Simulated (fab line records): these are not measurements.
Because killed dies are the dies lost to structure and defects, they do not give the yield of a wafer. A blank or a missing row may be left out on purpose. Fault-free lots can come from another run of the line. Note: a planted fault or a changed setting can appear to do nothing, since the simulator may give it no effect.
fab line records    flow nand_harc
[record] lots = 13  wafers = 39  last_day = 34
route steps=1302 shown A_STAIRCASE@844 THIN_TSV@1267 END@1302
lots with no fault: from the same line, run without faults
start_h: hours from the record's opening day to when the first of the lot's shown wafers began    wait_h: hours since the lot's step before    " same as the row above    L1.1+2: several wafers, shown together as one row    - no value, or no start given    * or withheld: withheld    < > ~ a bound
route shown NAME@n: names a module that has steps shown in the file, with the first one's number in the route    usual: average and standard deviation across the fault-free wafers    same: alike in all rows    chamber/n: place in a boat    sites: the reading at each site    _std_site: the values' standard deviation    _edge_site: the outer-site mean with the inner-site mean subtracted    radius_mm: for every site, how far away it sits from the centre of the wafer    mask NAME#n: copy n    behind: tool/chamber where the wafer was last shaped    hold: reason for holding the lot/hours on hold/outcome of the hold    device: names the non-switching transistor (n, p or np)    end of line: tests of these same wafers at the route's end    where a step has no rows: the recipe by itself    killed: dies that structure and defects cost at the first sort, which is not the same as the wafer's yield    map: dies across one wafer; x = killed, . = not, _ = none there
set.NAME: setting as actually run; set.NAME@STEP: the setting as run at that earlier step    model.NAME: the simulator's own value behind a step, which no gauge read
one table for each step of the route and one row for each wafer, over a sample of lots
services: when a tool's chamber went out of use (start_h, in hours from the record's first day, below 0 if earlier), for how many hours, and the reason
[[steps]]
[step NHARC_A_STAIRCASE_DEP_417]
[recipe] target_thk_a = 600  step_coverage_pct = 20  temp_c = 400  target_thk_nm = 60  flow_sccm = 200  rf_w = 450  material = Si3N4
[usual] heater_power_w = 688/57
lot.wafer  tool      chamber  start_h  wait_h  heater_power_w
L489.2     pecvd-01  0        381.84   -       702
L489.1     "         1        "        "       684
L489.5     "         0        "        "       713
L490.4     pecvd-01  0        399.89   -       602
L490.5     "         1        "        "       649
L490.6     "         2        "        "       630
L492.1     pecvd-01  1        415.34   -       673
L492.5     "         0        "        "       669
L492.4     "         2        "        "       610
L493.5     pecvd-02  0        432.94   -       705
L493.4     "         1        "        "       701
L493.6     "         2        "        "       731
L494.1     pecvd-03  1        439.68   -       723
L494.5     "         1        "        "       729
L494.4     "         2        "        "       725
L496.2     pecvd-03  2        458.13   -       737
L496.3     "         1        "        "       722
L496.6     "         0        "        "       729
L497.1     pecvd-03  2        478.85   -       631
L497.3     "         0        "        "       728
L497.5     "         2        "        "       643
L498.1     pecvd-02  1        487.74   -       673
L498.2     "         2        "        "       636
L498.6     "         2        "        "       639
L499.3     pecvd-01  2        489.83   -       721
L499.2     "         0        "        "       716
L499.4     "         1        "        "       636
L503.3     pecvd-02  2        531.20   -       608
L503.6     "         1        "        "       791
L503.5     "         2        "        "       615
L509.3     pecvd-03  2        588.89   -       607
L509.5     "         1        "        "       768
L509.4     "         2        "        "       612
L511.2     pecvd-02  0        618.63   -       752
L511.4     "         2        "        "       577
L511.6     "         1        "        "       681
L512.4     pecvd-01  1        623.72   -       731
L512.5     "         2        "        "       751
L512.6     "         0        "        "       708
[step NHARC_THIN_TSV_DEP_47]
[recipe] target_thk_a = 2000  temp_c = withheld  pressure_torr = 6.5  rf_w = 900  teos_flow_sccm = 161.4  flow_sccm = 2650  target_thk_nm = 200  gas = O2  material = SiO2
[usual] throttle_valve_pct = 15.8/0.62
lot.wafer  tool      chamber  start_h  wait_h  throttle_valve_pct
L489.1     pecvd-01  2        544.15   -       15.7
L489.2     "         0        "        "       15.8
L489.5     "         1        "        "       15.3
L490.6     pecvd-03  1        561.88   -       13.9
L490.5     "         2        "        "       15.8
L490.4     "         0        "        "       16.1
L492.1     pecvd-04  0        567.71   -       16.3
L492.5     "         1        "        "       16.0
L492.4     "         2        "        "       16.0
L493.5     pecvd-04  1        585.23   -       16.2
L493.6     "         2        "        "       15.7
L493.4     "         0        "        "       16.3
L496.3     pecvd-01  0        618.36   -       15.9
L496.2     "         1        "        "       15.3
L496.6     "         0        "        "       16.0
L494.1     pecvd-01  0        619.58   -       16.1
L494.5     "         2        "        "       16.0
L494.4     "         0        "        "       15.9
L497.1     pecvd-03  1        634.22   -       14.2
L497.3     "         2        "        "       16.2
L497.5     "         2        "        "       16.1
L499.2     pecvd-03  2        644.60   -       16.3
L499.3     "         0        "        "       16.0
L499.4     "         0        "        "       16.3
L498.1     pecvd-04  2        645.92   -       16.1
L498.2     "         0        "        "       16.2
L498.6     "         0        "        "       16.3
L503.3     pecvd-04  2        695.80   -       16.1
L503.6     "         1        "        "       15.6
L503.5     "         0        "        "       16.4
L509.3     pecvd-04  1        748.45   -       15.7
L509.4     "         0        "        "       16.1
L509.5     "         1        "        "       15.9
L511.2     pecvd-03  1        777.73   -       14.1
L511.6     "         0        "        "       15.9
L511.4     "         1        "        "       14.0
L512.4     pecvd-04  2        793.39   -       16.4
L512.5     "         0        "        "       16.2
L512.6     "         1        "        "       15.9
[step NHARC_THIN_TSV_PRE_CLEAN_50]
[recipe] time_s = 30  temp_c = 280  gas = H2/He
[usual] heater_power_w = 399/35
lot.wafer  tool            chamber  start_h  wait_h  heater_power_w
L489.1     pvd_sputter-01  -        -        -       367
L489.2     "               -        "        "       411
L489.5     "               -        "        "       372
L490.4     pvd_sputter-03  -        -        -       417
L490.5     "               -        "        "       352
L490.6     "               -        "        "       376
L492.1     pvd_sputter-01  -        -        -       404
L492.4     "               -        "        "       366
L492.5     "               -        "        "       412
L493.4     pvd_sputter-03  -        -        -       442
L493.6     "               -        "        "       389
L493.5     "               -        "        "       365
L496.2     pvd_sputter-01  -        -        -       354
L496.3     "               -        "        "       406
L496.6     "               -        "        "       351
L494.1     pvd_sputter-01  -        -        -       355
L494.4     "               -        "        "       462
L494.5     "               -        "        "       406
L497.1     pvd_sputter-02  -        -        -       453
L497.3     "               -        "        "       399
L497.5     "               -        "        "       451
L499.3     pvd_sputter-01  -        -        -       406
L499.4     "               -        "        "       463
L499.2     "               -        "        "       351
L498.1     pvd_sputter-01  -        -        -       425
L498.2     "               -        "        "       406
L498.6     "               -        "        "       447
L503.3     pvd_sputter-01  -        -        -       408
L503.5     "               -        "        "       360
L503.6     "               -        "        "       411
L509.4     pvd_sputter-03  -        -        -       388
L509.3     "               -        "        "       378
L509.5     "               -        "        "       449
L511.4     pvd_sputter-03  -        -        -       355
L511.2     "               -        "        "       380
L511.6     "               -        "        "       385
L512.4     pvd_sputter-03  -        -        -       357
L512.6     "               -        "        "       434
L512.5     "               -        "        "       374
[step NHARC_THIN_TSV_ANNEAL_52]
[recipe] temp_c = 225  time_s = 90
[usual] wafer_temp_C_max = 226.3/0.39
lot.wafer  tool           chamber  start_h  wait_h  wafer_temp_C_max
L489.1     rtp_anneal-01  0        546.24   0.6     226.4
L489.2     "              0        "        "       226.7
L489.5     "              0        "        "       226.2
L490.4     rtp_anneal-02  0        564.00   0.5     225.8
L490.5     "              0        "        "       226.2
L490.6     "              0        "        "       226.0
L492.1     rtp_anneal-02  0        569.80   0.5     225.8
L492.4     "              0        "        "       225.7
L492.5     "              0        "        "       226.0
L493.4     rtp_anneal-02  0        587.58   0.8     226.2
L493.5     "              0        "        "       226.1
L493.6     "              0        "        "       226.4
L496.2     rtp_anneal-02  0        620.52   0.7     225.8
L496.3     "              0        "        "       226.3
L496.6     "              0        "        "       226.6
L494.1     rtp_anneal-01  0        621.68   0.6     226.7
L494.4     "              0        "        "       226.9
L494.5     "              0        "        "       226.8
L497.1     rtp_anneal-01  0        636.28   0.5     226.5
L497.3     "              0        "        "       227.2
L497.5     "              0        "        "       226.3
L499.2     rtp_anneal-01  0        646.85   0.6     226.4
L499.3     "              0        "        "       226.8
L499.4     "              0        "        "       227.0
L498.1     rtp_anneal-02  0        648.19   0.7     225.9
L498.2     "              0        "        "       226.0
L498.6     "              0        "        "       225.7
L503.3     rtp_anneal-02  0        698.20   0.4     226.1
L503.5     "              0        "        "       225.7
L503.6     "              0        "        "       225.9
L509.3     rtp_anneal-01  0        750.62   0.4     226.2
L509.4     "              0        "        "       226.7
L509.5     "              0        "        "       226.4
L511.2     rtp_anneal-01  0        779.86   0.6     226.9
L511.4     "              0        "        "       226.3
L511.6     "              0        "        "       226.4
L512.4     rtp_anneal-01  0        795.59   0.5     226.9
L512.5     "              0        "        "       226.4
L512.6     "              0        "        "       226.4
[step NHARC_END_SORT_01]
[recipe] temp_c = 25
[usual] killed_at_array = 56/19  killed_at_other = 0.8/1.1  killed_at_periphery = 3.4/2.5  killed_dies = 60/19  killed_open = 2.9/1.7  killed_short = 2.4/1.6
[same] gross_dies = 677
lot.wafer  tool       chamber  start_h  wait_h  killed_at_array  killed_at_other  killed_at_periphery  killed_dies  killed_open  killed_short
L490.4     prober-01  0        577.29   3.4     60               0                3                    63           1            2
L490.5     prober-01  0        578.09   3.7     80               0                4                    84           5            6
L490.6     prober-01  0        578.88   4.0     61               0                2                    63           0            1
L493.4     prober-01  0        604.09   3.4     62               0                0                    62           2            2
L493.5     prober-01  0        604.88   3.7     75               0                0                    75           1            1
L493.6     prober-01  0        605.68   4.0     65               0                4                    69           3            2
L494.1     prober-01  0        631.63   2.5     53               3                4                    60           7            6
L494.4     prober-01  0        634.01   3.4     52               1                1                    54           4            2
L494.5     prober-01  0        634.81   3.7     63               3                2                    68           3            4
L496.2     prober-02  0        632.47   2.8     66               1                9                    76           3            1
L496.3     prober-02  0        633.27   3.1     75               2                10                   87           4            4
L496.6     prober-02  0        635.69   4.0     67               1                3                    71           4            2
L497.1     prober-02  0        649.13   2.5     94               0                3                    97           4            2
L497.3     prober-02  0        650.75   3.1     93               0                2                    95           2            1
L497.5     prober-02  0        652.37   3.7     104              0                5                    109          5            3
L498.1     prober-02  0        659.08   2.5     71               1                0                    72           4            2
L498.2     prober-02  0        659.88   2.8     81               0                1                    82           1            4
L498.6     prober-02  0        663.08   4.0     73               1                1                    75           3            2
L499.2     prober-01  0        659.93   2.9     76               0                3                    79           2            0
L499.3     prober-01  0        660.73   3.1     61               0                1                    62           0            5
L499.4     prober-01  0        661.53   3.4     56               0                2                    58           3            0
L503.3     prober-02  0        710.70   3.1     21               0                6                    27           3            2
L503.5     prober-02  0        712.28   3.7     24               1                6                    31           6            2
L503.6     prober-02  0        713.07   3.9     131              0                3                    134          2            1
L509.3     prober-01  0        763.22   3.1     78               0                7                    85           3            5
L509.4     prober-01  0        764.03   3.4     60               0                7                    67           5            3
L509.5     prober-01  0        764.84   3.7     72               0                6                    78           1            3
L511.2     prober-01  0        794.33   2.8     38               0                5                    43           1            4
L511.4     prober-01  0        795.94   3.4     40               2                4                    46           1            3
L511.6     prober-01  0        797.54   4.0     39               1                1                    41           2            1
// killed by level:class
L490.4 A_SLIT:chamber_film_flake=24 A_CHANNEL_HOLE_D2:chamber_film_flake=17 A_STAIRCASE:chamber_film_flake=4 A_WL_FILL:chamber_film_flake=4 P_M1:chamber_film_flake=3 A_CONTACT:chamber_film_flake=3 A_CHANNEL_FILL_D1:chamber_film_flake=2 A_BONDPAD:chamber_film_flake=2
L490.5 A_SLIT:chamber_film_flake=30 A_CHANNEL_HOLE_D2:chamber_film_flake=28 A_STAIRCASE:chamber_film_flake=3 A_WL_FILL:chamber_film_flake=3 A_SGD_CUT:geometric_particle:short=2 A_WL_FILL:geometric_particle:short=2 A_M0:geometric_particle:open=2 P_M1:chamber_film_flake=2
L490.6 A_SLIT:chamber_film_flake=28 A_CHANNEL_HOLE_D2:chamber_film_flake=26 A_CONTACT:chamber_film_flake=3 P_M1:chamber_film_flake=2 A_CHANNEL_HOLE_D1:geometric_particle:short=1 A_ZERO_WELL:chamber_film_flake=1 A_STAIRCASE:chamber_film_flake=1 A_WL_FILL:chamber_film_flake=1
L493.4 A_SLIT:chamber_film_flake=25 A_CHANNEL_HOLE_D2:chamber_film_flake=23 A_CHANNEL_FILL_D1:chamber_film_flake=4 A_ONON_D1:geometric_particle:open=1 A_CHANNEL_FILL_D1:geometric_particle:short=1 A_CHANNEL_HOLE_D2:geometric_particle:open=1 A_STAIRCASE:geometric_particle:short=1 A_BONDPAD:chamber_film_flake=1
L493.5 A_CHANNEL_HOLE_D2:chamber_film_flake=30 A_SLIT:chamber_film_flake=28 A_CHANNEL_HOLE_D1:chamber_film_flake=6 A_DECK1_JOINT:chamber_film_flake=2 A_CHANNEL_FILL_D2:chamber_film_flake=2 A_STAIRCASE:chamber_film_flake=2 A_CONTACT:chamber_film_flake=2 A_CHANNEL_FILL_D1:geometric_particle:short=1
L493.6 A_CHANNEL_HOLE_D2:chamber_film_flake=25 A_SLIT:chamber_film_flake=25 A_CHANNEL_FILL_D1:chamber_film_flake=3 A_STAIRCASE:chamber_film_flake=3 P_GATE:chamber_film_flake=2 A_DECK1_JOINT:chamber_film_flake=2 P_GATE:geometric_particle:open=1 P_CONTACT:geometric_particle:open=1
L494.1 A_SLIT:chamber_film_flake=28 A_CHANNEL_HOLE_D2:chamber_film_flake=6 P_GATE:geometric_particle:open=3 A_CHANNEL_FILL_D1:chamber_film_flake=3 THIN_TSV:chamber_film_flake=3 A_CONTACT:chamber_film_flake=2 P_STI:geometric_particle:short=1 A_ONON_D1:geometric_particle:open=1
L496.2 A_SLIT:chamber_film_flake=33 A_CHANNEL_HOLE_D2:chamber_film_flake=27 P_CONTACT:chamber_film_flake=5 A_CONTACT:chamber_film_flake=3 P_ZERO_WELL:chamber_film_flake=2 P_M0:geometric_particle:open=1 P_M0:geometric_particle:short=1 A_SGD_CUT:geometric_particle:open=1
L496.3 A_SLIT:chamber_film_flake=36 A_CHANNEL_HOLE_D2:chamber_film_flake=26 P_CONTACT:chamber_film_flake=5 P_ZERO_WELL:chamber_film_flake=3 A_CHANNEL_HOLE_D1:chamber_film_flake=3 A_DECK1_JOINT:geometric_particle:short=2 THIN_TSV:chamber_film_flake=2 P_CONTACT:geometric_particle:open=1
L494.4 A_SLIT:chamber_film_flake=28 A_CHANNEL_HOLE_D2:chamber_film_flake=7 A_CHANNEL_FILL_D2:chamber_film_flake=3 A_CONTACT:chamber_film_flake=3 A_STAIRCASE:chamber_film_flake=2 P_M0:geometric_particle:open=1 A_SOURCE_PLATE:geometric_particle:open=1 A_ONON_D1:geometric_particle:open=1
L494.5 A_SLIT:chamber_film_flake=35 A_CHANNEL_FILL_D2:chamber_film_flake=6 A_CHANNEL_HOLE_D1:chamber_film_flake=4 A_CHANNEL_HOLE_D2:chamber_film_flake=4 A_DECK1_JOINT:chamber_film_flake=3 A_CHANNEL_FILL_D1:chamber_film_flake=2 A_STAIRCASE:chamber_film_flake=2 THIN_TSV:chamber_film_flake=2
L496.6 A_CHANNEL_HOLE_D2:chamber_film_flake=31 A_SLIT:chamber_film_flake=27 A_DECK1_JOINT:chamber_film_flake=2 P_CONTACT:geometric_particle:open=1 A_CHANNEL_FILL_D1:geometric_particle:short=1 A_CHANNEL_FILL_D1:geometric_particle:open=1 A_DECK1_JOINT:geometric_particle:short=1 A_DECK1_JOINT:geometric_particle:open=1
L497.1 A_SLIT:chamber_film_flake=33 A_CHANNEL_HOLE_D1:chamber_film_flake=29 A_CHANNEL_HOLE_D2:chamber_film_flake=23 P_CONTACT:chamber_film_flake=2 A_DECK1_JOINT:chamber_film_flake=2 P_M0:geometric_particle:open=1 A_ONON_D1:geometric_particle:open=1 A_ONON_D1:geometric_particle:short=1
L497.3 A_SLIT:chamber_film_flake=36 A_CHANNEL_HOLE_D1:chamber_film_flake=26 A_CHANNEL_HOLE_D2:chamber_film_flake=22 A_STAIRCASE:chamber_film_flake=3 A_CONTACT:chamber_film_flake=2 P_M0:geometric_particle:open=1 A_DECK1_JOINT:geometric_particle:open=1 A_CHANNEL_FILL_D2:geometric_particle:short=1
L497.5 A_SLIT:chamber_film_flake=36 A_CHANNEL_HOLE_D1:chamber_film_flake=30 A_CHANNEL_HOLE_D2:chamber_film_flake=27 A_BLC:geometric_particle:open=2 A_CONTACT:chamber_film_flake=2 P_CONTACT:geometric_particle:short=1 P_CONTACT:geometric_particle:open=1 A_CHANNEL_HOLE_D2:geometric_particle:short=1
L498.1 A_SLIT:chamber_film_flake=32 A_CHANNEL_HOLE_D1:chamber_film_flake=27 A_STAIRCASE:chamber_film_flake=3 A_CHANNEL_HOLE_D1:geometric_particle:short=1 A_CHANNEL_FILL_D1:geometric_particle:open=1 A_CHANNEL_FILL_D2:geometric_particle:open=1 A_WL_FILL:geometric_particle:short=1 A_BLC:geometric_particle:open=1
L498.2 A_CHANNEL_HOLE_D1:chamber_film_flake=33 A_SLIT:chamber_film_flake=29 A_STAIRCASE:chamber_film_flake=5 A_M0:chamber_film_flake=4 A_CHANNEL_HOLE_D2:chamber_film_flake=3 A_CHANNEL_FILL_D1:geometric_particle:short=2 A_CONTACT:chamber_film_flake=2 P_CONTACT:geometric_particle:short=1
L499.2 A_SLIT:chamber_film_flake=40 A_CHANNEL_HOLE_D2:chamber_film_flake=18 A_CONTACT:chamber_film_flake=7 A_STAIRCASE:chamber_film_flake=3 A_WL_FILL:chamber_film_flake=3 P_STI:chamber_film_flake=2 A_DECK1_JOINT:chamber_film_flake=2 P_M0:geometric_particle:open=1
L499.3 A_SLIT:chamber_film_flake=31 A_CHANNEL_HOLE_D2:chamber_film_flake=16 A_CONTACT:chamber_film_flake=5 A_CHANNEL_HOLE_D1:chamber_film_flake=3 P_STI:geometric_particle:short=1 A_CHANNEL_HOLE_D1:geometric_particle:short=1 A_CHANNEL_FILL_D2:geometric_particle:short=1 A_STAIRCASE:geometric_particle:short=1
L499.4 A_SLIT:chamber_film_flake=32 A_CHANNEL_HOLE_D2:chamber_film_flake=11 A_STAIRCASE:chamber_film_flake=3 A_WL_FILL:chamber_film_flake=3 P_GATE:chamber_film_flake=2 A_ONON_D1:geometric_particle:open=1 A_CHANNEL_HOLE_D2:geometric_particle:open=1 A_CHANNEL_FILL_D2:geometric_particle:open=1
L498.6 A_SLIT:chamber_film_flake=34 A_CHANNEL_HOLE_D1:chamber_film_flake=29 A_M0:chamber_film_flake=3 P_STI:geometric_particle:open=1 A_SOURCE_PLATE:geometric_particle:open=1 A_CHANNEL_FILL_D1:geometric_particle:short=1 A_ONON_D2:geometric_particle:short=1 A_CONTACT:geometric_particle:open=1
L503.3 A_CHANNEL_HOLE_D1:chamber_film_flake=12 A_CONTACT:chamber_film_flake=6 P_CONTACT:geometric_particle:open=3 P_M0:geometric_particle:short=1 A_CHANNEL_FILL_D2:geometric_particle:short=1 P_ZERO_WELL:chamber_film_flake=1 P_GATE:chamber_film_flake=1 A_SLIT:chamber_film_flake=1
L503.5 A_CHANNEL_HOLE_D1:chamber_film_flake=9 A_CONTACT:chamber_film_flake=5 P_GATE:chamber_film_flake=4 A_DECK1_JOINT:chamber_film_flake=2 P_CONTACT:geometric_particle:short=1 P_CONTACT:geometric_particle:open=1 A_ONON_D1:geometric_particle:open=1 A_DECK1_JOINT:geometric_particle:open=1
L503.6 A_STAIRCASE:unspecified=112 A_CONTACT:chamber_film_flake=9 A_CHANNEL_HOLE_D1:chamber_film_flake=4 A_SLIT:chamber_film_flake=2 P_CONTACT:geometric_particle:open=1 A_ONON_D1:geometric_particle:short=1 A_CHANNEL_FILL_D1:geometric_particle:open=1 P_GATE:chamber_film_flake=1
L509.3 A_SLIT:chamber_film_flake=39 A_CHANNEL_HOLE_D1:chamber_film_flake=13 A_CONTACT:chamber_film_flake=9 A_STAIRCASE:chamber_film_flake=7 A_CHANNEL_FILL_D1:chamber_film_flake=3 P_ZERO_WELL:chamber_film_flake=2 P_M1:chamber_film_flake=2 P_GATE:geometric_particle:short=1
L509.4 A_SLIT:chamber_film_flake=30 A_CHANNEL_HOLE_D1:chamber_film_flake=9 A_CONTACT:chamber_film_flake=7 A_STAIRCASE:chamber_film_flake=4 P_ZERO_WELL:chamber_film_flake=2 P_M1:chamber_film_flake=2 P_GATE:geometric_particle:open=1 P_CONTACT:geometric_particle:open=1
L509.5 A_SLIT:chamber_film_flake=33 A_CHANNEL_HOLE_D1:chamber_film_flake=17 A_CONTACT:chamber_film_flake=8 P_M1:chamber_film_flake=5 A_CHANNEL_FILL_D1:chamber_film_flake=5 A_CHANNEL_HOLE_D2:chamber_film_flake=2 A_STAIRCASE:chamber_film_flake=2 P_GATE:geometric_particle:short=1
L511.2 A_CHANNEL_HOLE_D1:chamber_film_flake=15 A_SLIT:chamber_film_flake=8 A_CONTACT:chamber_film_flake=7 P_GATE:chamber_film_flake=3 A_STAIRCASE:chamber_film_flake=3 A_ONON_D2:geometric_particle:short=2 P_CONTACT:geometric_particle:short=1 P_M2:geometric_particle:open=1
L511.4 A_CHANNEL_HOLE_D1:chamber_film_flake=22 A_CONTACT:chamber_film_flake=5 A_SLIT:chamber_film_flake=4 P_GATE:chamber_film_flake=2 A_STAIRCASE:chamber_film_flake=2 THIN_TSV:chamber_film_flake=2 P_M2:geometric_particle:short=1 A_DECK1_JOINT:geometric_particle:open=1
L511.6 A_CHANNEL_HOLE_D1:chamber_film_flake=13 A_SLIT:chamber_film_flake=11 A_STAIRCASE:chamber_film_flake=7 A_CHANNEL_FILL_D1:chamber_film_flake=2 A_CONTACT:chamber_film_flake=2 A_DECK1_JOINT:geometric_particle:open=1 A_DECK1_JOINT:geometric_particle:short=1 A_CHANNEL_FILL_D2:geometric_particle:open=1
[[services]]
tool            chamber  start_h  hours  kind
pvd_sputter-03  -        359.80   3.3    repair
pecvd-03        -        366.06   13.0   pm
rtp_anneal-01   -        372.00   12.0   pm
pecvd-01        -        372.79   1.0    repair
pvd_sputter-01  -        404.02   10.0   pm
pecvd-03        -        431.39   5.5    repair
pecvd-04        -        450.21   13.0   pm
pvd_sputter-01  -        460.86   0.7    repair
pecvd-04        -        468.09   1.3    repair
pecvd-01        -        492.00   13.0   pm
pecvd-03        -        547.06   13.0   pm
pecvd-01        -        551.01   1.0    repair
pecvd-04        2        554.15   3.8    repair
pvd_sputter-01  -        582.02   10.0   pm
pecvd-01        -        614.32   0.3    repair
pecvd-04        -        631.21   13.0   pm
pecvd-03        -        636.39   3.1    repair
pecvd-01        -        673.00   13.0   pm
pecvd-01        1        711.03   19.3   repair
pvd_sputter-01  -        726.41   2.5    repair
pecvd-03        -        728.06   13.0   pm
pecvd-04        2        735.76   10.6   repair
rtp_anneal-02   -        744.00   12.0   pm
pvd_sputter-01  -        760.02   10.0   pm
[[key]]
[first_sign] step = NHARC_END_SORT_01  reading = killed_at_array  direction = up  sigmas = 4  usual = 56  struck = 131
[effect] step = NHARC_END_SORT_01  reading = killed_dies  direction = up  sigmas = 3.9  usual = 60  struck = 134
[more_kills_born_at] NHARC_A_STAIRCASE_DEP_417@pecvd-02 = 112
met_at NHARC_A_STAIRCASE_DEP_417
struck_lots L503
struck_wafers L503.6
tester_left_out L503
not_acting_at NHARC_THIN_TSV_DEP_47,NHARC_THIN_TSV_PRE_CLEAN_50,NHARC_THIN_TSV_ANNEAL_52
onset_between 487.74 531.20
[fault] kind = chamber_particle_source  tool = pecvd-02  chamber = 1  onset_h = 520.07  steps = NHARC_A_STAIRCASE_DEP_417  rate_per_visit_cm2 = 2.0045  end_h = 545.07
// tester_left_out: of these lots the tester's yield and bins aren't shown, on N5 and GAA mostly nor the transistor test; their killed dies are dies lost to structure and defects alone, not to doping, threshold or leakage, so they don't give the yield
